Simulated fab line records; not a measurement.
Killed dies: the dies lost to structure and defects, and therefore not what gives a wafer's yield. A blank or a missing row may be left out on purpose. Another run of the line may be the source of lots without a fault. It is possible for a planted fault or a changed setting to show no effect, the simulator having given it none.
8D (eight disciplines) problem report, filled in by code    flow nand-harc    the parts of the form that need people (team, actions taken, sign-off) are left out

1. WHAT IS WRONG
run-length-s at NHARC_A_M1_ETCH_15 reads a mean of 99.7 s on 6 wafers of 2 lots; wafers without a fault read 112.3 s with a standard deviation of 0.41. Relative to the usual mean, that is a shift of -31 standard deviations.
The step: etches the open film in C4F8/Ar, target depth 182.5 nm, time 91.2 s.
First seen on wafer L321.1, day 19 01:14, on rie-diel-03. Wafers with a number at this step in the record: 42, from 14 lots. Rule for "out", or "out of limits": more than 4 standard deviations from the usual mean. Any other wafer with a number is counted as sound.

2. WHAT IT IS AND WHAT IT IS NOT
question                     is                      is not
which readings at this step  run-length-s            oes-product-au, rf-vpp-V
which lots                   L321, L324              L323, L332, L333, L335, L336, L337, L338, L339, L340, L341, L342, L343
which wafers of those lots   all that have a number  -
read on which tools          rie-diel-03             rie-diel-10, rie-diel-12
when                         from day 19 01:14       up to then (3 sound wafers); but 33 sound wafers of L332, L333, L335, L336, L337, L338, L339, L340, L341, L342, L343 came after

3. THE SUSPECTS, EACH WITH WHAT RULES IT OUT
Counting: any tool at a process step up to the reading is kept as a suspect provided that every lot that is out went through it and no sound lot did after the first of them.
- rie-diel-03 at NHARC_A_M1_ETCH_15 (etches the open film in C4F8/Ar, target depth 182.5 nm, time 91.2 s): ruled out as a lasting fault. After its first lot that is out, L321 (day 19 01:14), sound lots L338, L332, L340, L341, L342 ran on it.
Left after counting: nothing in the record.

4. THE CAUSE (what the simulator had put in)
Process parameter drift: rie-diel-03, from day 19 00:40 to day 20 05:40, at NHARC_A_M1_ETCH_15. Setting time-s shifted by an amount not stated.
Counting ruled it out, wrongly.

5. THE EFFECT CHAIN, in route order
Rows list readings where the struck wafers' mean (over those with a number) sits beyond 3 standard deviations from the usual. Only readings whose record carries a usual standard deviation are examined. hours: median over the lots of the time between each lot's start at the first step of this table that gives one and its start at this step. sigmas: the change, counted in usual standard deviations.
hours  step                reading       usual    on struck wafers  change  sigmas
0      NHARC_A_M1_ETCH_15  run-length-s  112.3 s  99.7              -12.6   -31
Here are the process steps it includes:
- NHARC_A_M1_ETCH_15: etches the open film in C4F8/Ar, target depth 182.5 nm, time 91.2 s.

6. HOW IT WOULD HAVE BEEN CAUGHT EARLIER
In this record the first reading out of limits was taken at day 19 01:14, 1 hour after the fault began at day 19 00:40.
